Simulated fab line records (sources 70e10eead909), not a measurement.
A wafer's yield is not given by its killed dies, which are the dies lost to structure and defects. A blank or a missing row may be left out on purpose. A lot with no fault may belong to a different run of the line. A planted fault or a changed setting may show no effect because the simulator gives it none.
fab line records ; flow nandHarc
record lots=5; wafers=14; lastDay=33
route steps=1302 shown P_ZERO_WELL@7
lots with no fault: from the same line, run without faults
startH: hours from the record's first day to the start of the lot's first wafer shown ; waitH: hours since the lot's step before ; " as in the row above ; L1.1+2: several wafers, shown together as one row ; - no value, or no start given ; * or withheld: withheld ; < > ~ a bound
route shown NAME@n: names a module that has steps shown in the file, with the first one's number in the route ; usual: mean and standard deviation over wafers with no fault ; same: alike in all rows ; chamber/n: place in a boat ; sites: each site's reading ; _std_site: how widely they spread, as a standard deviation ; _edge_site: outer sites' mean less inner sites' ; radiusMm: how far each site lies from the wafer's centre ; mask NAME#n: copy n ; behind: the most recent tool/chamber to have shaped the wafer ; hold: cause of the lot's hold/its duration in hours/its outcome ; device: transistor that didn't switch, given as n, p or np ; end of line: the same wafers' tests at the end of the route ; step lacking rows: just its recipe ; killed: dies lost to structure and defects at the first sort, not the wafer's yield ; map: per-die view of a wafer (x killed, . not killed, _ where there is no die)
set.NAME: the run value of the setting; set.NAME@STEP: its run value at that earlier step ; model.NAME: the simulator's own value behind a step, which no gauge read
lots seen at some steps along the route; tables by step, rows by wafer
services: a tool's chamber out of use, with start hour (startH, from the record's first day; less than 0 if before it), hours out, and reason
## steps
# step NHARC_P_ZERO_WELL_COAT_64
# recipe tempC=200; timeS=65
# step NHARC_P_ZERO_WELL_COAT_05
# recipe spinRpm=2000; resistThkNm=600
# step NHARC_P_ZERO_WELL_SOFTBAKE_06
# recipe tempC=125; timeS=70
# step NHARC_P_ZERO_WELL_EBR_07
# step NHARC_P_ZERO_WELL_EXPOSE_08
# recipe na=0.55; targetCdNm=500; doseMj=33.8; maskId=P_ZERO
# step NHARC_P_ZERO_WELL_PEB_09
# recipe pebTempC=128; pebTimeS=80
# step NHARC_P_ZERO_WELL_DEVELOP_10
# recipe timeS=50; devTempC=22
# step NHARC_P_ZERO_WELL_CD_MEAS_11
# recipe targetCdNm=500; landingEnergyEv=500
# usual cdNm=499.0/2.3
lot.wafer;tool;chamber;startH;waitH;cdNm
L114.2;cdSem-01;0;21.24;-;497.6
L114.4;cdSem-01;0;21.24;-;498.0
L114.6;cdSem-01;0;21.24;-;498.1
L116.1;cdSem-01;0;41.24;-;501.7
L116.3;cdSem-01;0;41.24;-;499.5
L116.5;cdSem-01;0;41.24;-;500.5
L118.2;cdSem-02;0;61.24;-;499.6
L118.4;cdSem-02;0;61.24;-;497.4
L118.5;cdSem-02;0;61.24;-;499.0
L132.5;cdSem-02;0;201.14;-;497.7
L132.6;cdSem-02;0;201.14;-;497.6
L137.1;cdSem-01;0;251.25;-;497.0
L137.3;cdSem-01;0;251.25;-;501.3
L137.5;cdSem-01;0;251.25;-;499.3
# step NHARC_P_ZERO_WELL_HARDBAKE_12
# recipe tempC=118; timeS=65
# step NHARC_P_ZERO_WELL_DESCUM_13
# recipe timeS=3; o2FlowSccm=200; arFlowSccm=0; biasPowerW=0; chemistry=O2
# usual drypumpMotorCurrentA=5.4/0.53; oesProductAu=1.002/0.013; rfVppV=57.6/0.97; showerheadPlenumPTorr=1.87/0.083; throttleValvePct=11.312/0.0091
lot.wafer;tool;chamber;startH;waitH;drypumpMotorCurrentA;oesProductAu;rfHoursCounterH;rfVppV;showerheadPlenumPTorr;throttleValvePct
L114.4;rieDiel-01;3;21.39;-;5.4;1.020;62;57.2;1.87;11.315
L114.2;rieDiel-01;0;21.39;-;6.0;1.008;64;58.1;1.93;11.308
L114.6;rieDiel-01;0;21.39;-;6.0;1.010;-;57.7;1.93;11.318
L116.3;rieDiel-06;2;41.42;-;4.8;0.998;23;57.6;1.81;11.315
L116.1;rieDiel-06;3;41.42;-;5.0;1.017;22;58.5;1.82;11.313
L116.5;rieDiel-06;1;41.42;-;5.1;0.991;-;59.2;1.77;11.316
L118.4;rieDiel-01;1;61.40;-;6.3;1.008;7;55.2;1.86;11.311
L118.2;rieDiel-01;3;61.40;-;5.3;1.033;9;55.7;1.87;11.301
L118.5;rieDiel-01;1;61.40;-;6.2;1.005;-;56.5;1.86;11.297
L132.5;rieDiel-06;2;201.35;-;4.8;0.990;-;57.1;1.79;11.310
L132.6;rieDiel-06;3;201.35;-;5.0;1.014;-;57.3;1.81;11.308
L137.1;rieDiel-08;1;251.40;-;4.9;1.005;20;56.7;1.93;11.314
L137.3;rieDiel-08;2;251.40;-;4.8;0.997;20;59.1;1.84;11.294
L137.5;rieDiel-08;1;251.40;-;4.9;1.008;-;58.0;1.93;11.319
# step NHARC_P_ZERO_WELL_ETCH_65
# recipe targetDepthA=800; overetchA=240; timeS=87.88; ionEnergyEv=200; n2FlowSccm=150; h2FlowSccm=150; arFlowSccm=0; rfW=400; biasW=150; chemistry=N2/H2
# usual drypumpMotorCurrentA=5.4/0.51; oesProductAu=1.003/0.013; rfVppV=429.4/2.7; showerheadPlenumPTorr=2.00/0.089; throttleValvePct=14.172/0.0096
lot.wafer;tool;chamber;startH;waitH;drypumpMotorCurrentA;oesProductAu;rfHoursCounterH;rfVppV;showerheadPlenumPTorr;throttleValvePct
L114.2;rieDiel-01;0;21.49;0.1;6.0;1.014;64;431.8;2.06;14.168
L114.4;rieDiel-01;2;21.49;0.1;6.1;1.004;61;433.1;2.13;14.169
L114.6;rieDiel-01;3;21.49;0.1;5.3;1.024;-;429.6;1.99;14.176
L116.1;rieDiel-06;1;41.50;0.1;5.1;0.994;20;425.7;1.88;14.161
L116.3;rieDiel-06;2;41.50;0.1;4.8;1.005;23;428.5;1.92;14.175
L116.5;rieDiel-06;0;41.50;0.1;5.7;0.995;-;427.3;1.93;14.157
L118.2;rieDiel-01;2;61.49;0.1;6.0;1.006;9;431.8;2.13;14.175
L118.4;rieDiel-01;3;61.49;0.1;5.3;1.025;9;429.1;1.99;14.169
L118.5;rieDiel-01;0;61.49;0.1;6.0;1.004;-;430.2;2.06;14.185
L132.5;rieDiel-06;1;202.17;0.8;5.2;0.990;-;436.6;2.21;14.177
L132.6;rieDiel-06;2;202.17;0.8;4.8;0.994;-;426.5;1.91;14.164
L137.1;rieDiel-08;0;251.49;0.1;5.1;0.996;19;427.8;1.97;14.175
L137.3;rieDiel-08;1;251.49;0.1;4.9;1.003;20;432.1;2.06;14.155
L137.5;rieDiel-08;1;251.49;0.1;4.9;1.010;-;431.7;2.06;14.172
# step NHARC_P_ZERO_WELL_ETCH_62
# recipe targetDepthA=130; timeS=6.5; chf3FlowSccm=50; arFlowSccm=200; rfW=500; biasW=200; chemistry=CHF3/Ar
# usual drypumpMotorCurrentA=5.4/0.52; oesProductAu=0.961/0.019; rfVppV=369.5/2.3; showerheadPlenumPTorr=2.30/0.096; throttleValvePct=20.216/0.01
lot.wafer;tool;chamber;startH;waitH;drypumpMotorCurrentA;oesProductAu;rfHoursCounterH;rfVppV;showerheadPlenumPTorr;throttleValvePct
L114.2;rieDiel-01;2;-;-;6.0;0.957;61;372.8;2.44;20.215
L114.4;rieDiel-01;1;-;-;6.2;0.956;61;369.8;2.29;20.210
L114.6;rieDiel-01;3;-;-;5.3;0.970;-;368.4;2.30;20.223
L116.3;rieDiel-06;3;-;-;5.0;1.002;22;368.2;2.24;20.200
L116.1;rieDiel-06;1;-;-;5.2;0.946;20;366.9;2.18;20.203
L116.5;rieDiel-06;3;-;-;5.0;0.994;-;368.5;2.24;20.221
L118.2;rieDiel-01;3;-;-;5.3;0.993;9;371.9;2.29;20.196
L118.4;rieDiel-01;1;-;-;6.3;0.955;7;367.5;2.28;20.214
L118.5;rieDiel-01;2;-;-;6.1;0.975;-;372.8;2.44;20.215
L132.5;rieDiel-06;1;-;-;5.1;0.953;-;374.6;2.53;20.215
L132.6;rieDiel-06;2;-;-;4.8;0.953;-;367.7;2.20;20.205
L137.3;rieDiel-08;0;-;-;5.1;0.919;19;369.4;2.27;20.219
L137.1;rieDiel-08;1;-;-;4.9;0.935;20;370.6;2.37;20.223
L137.5;rieDiel-08;1;-;-;4.9;0.939;-;372.1;2.37;20.217
# step NHARC_P_ZERO_WELL_ETCH_63
# recipe targetDepthA=1200; timeS=40.1; hbrFlowSccm=150; cl2FlowSccm=50; rfW=400; icpW=400; biasW=100; chemistry=HBr/Cl2
# usual drypumpMotorCurrentA=5.9/0.36; oesProductAu=1.003/0.009; throttleValvePct=26.408/0.0087
lot.wafer;tool;chamber;startH;waitH;drypumpMotorCurrentA;oesProductAu;rfHoursCounterH;throttleValvePct
L114.2;rieSi-03;0;21.68;-;6.3;0.992;0.80;26.409
L114.4;rieSi-03;1;21.68;-;5.7;0.997;0.82;26.409
L114.6;rieSi-03;2;21.68;-;5.0;0.987;-;26.410
L116.3;rieSi-03;0;41.67;-;6.3;1.012;0.88;26.406
L116.1;rieSi-03;1;41.67;-;5.7;0.996;0.92;26.408
L116.5;rieSi-03;0;41.67;-;6.3;1.002;-;26.405
L118.2;rieSi-02;0;61.65;-;6.1;1.002;0.71;26.405
L118.4;rieSi-02;1;61.65;-;5.9;1.002;0.85;26.391
L118.5;rieSi-02;1;61.65;-;5.9;0.991;-;26.394
L132.6;rieSi-02;3;202.37;-;5.7;1.013;-;26.406
L132.5;rieSi-02;0;202.37;-;6.0;1.313;-;26.415
L137.1;rieSi-05;3;251.67;-;6.4;1.012;0.75;26.417
L137.3;rieSi-05;0;251.67;-;5.6;1.009;0.62;26.409
L137.5;rieSi-05;3;251.67;-;6.4;1.007;-;26.421
# step NHARC_P_ZERO_WELL_STRIP_15
# recipe timeS=900; tempC=130; chemistry=SPM
## services
tool;chamber;startH;hours;kind
rieDiel-01;0;10.45;-;clean
rieDiel-08;-;16.24;9.0;pm
rieSi-05;0;20.78;1.9;repair
rieDiel-01;-;26.84;9.0;pm
rieSi-02;0;33.09;5.6;repair
rieDiel-01;3;38.83;1.3;repair
rieSi-03;-;44.00;9.0;pm
rieSi-02;2;69.45;22.5;repair
rieSi-05;2;71.74;4.1;repair
rieDiel-01;-;77.97;0.9;repair
rieSi-02;3;85.36;11.6;repair
rieDiel-06;0;89.52;6.3;repair
rieSi-02;-;100.59;9.0;pm
rieDiel-08;1;120.18;10.5;repair
rieDiel-08;3;123.60;3.6;repair
rieSi-05;0;127.59;1.3;repair
rieSi-05;-;128.00;9.0;pm
rieDiel-06;-;130.27;9.0;pm
rieSi-02;-;161.07;0.3;repair
rieDiel-06;-;164.31;0.8;repair
rieSi-05;0;170.68;12.5;repair
rieDiel-08;-;193.29;9.0;pm
rieDiel-01;-;203.84;9.0;pm
rieSi-03;-;221.00;9.0;pm
## key
firstSign step=NHARC_P_ZERO_WELL_ETCH_63; reading=oesProductAu; direction=up; sigmas=34; usual=1.003; struck=1.313
effect none on later readings
metAt NHARC_P_ZERO_WELL_ETCH_63
struckWafers L132.5
testerLeftOut L132
onsetBetween 61.65 202.37
fault kind=processParameterDrift; tool=rieSi-02; chamber=-; onsetH=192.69; steps=NHARC_P_ZERO_WELL_ETCH_63; channel=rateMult; offset=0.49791; shape=step; endH=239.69; scope=struckWafersOnly
# testerLeftOut: of these lots the tester's yield and bins aren't shown, on N5 and GAA mostly nor the transistor test; their killed dies are dies lost to structure and defects alone, not to doping, threshold or leakage, so they don't give the yield
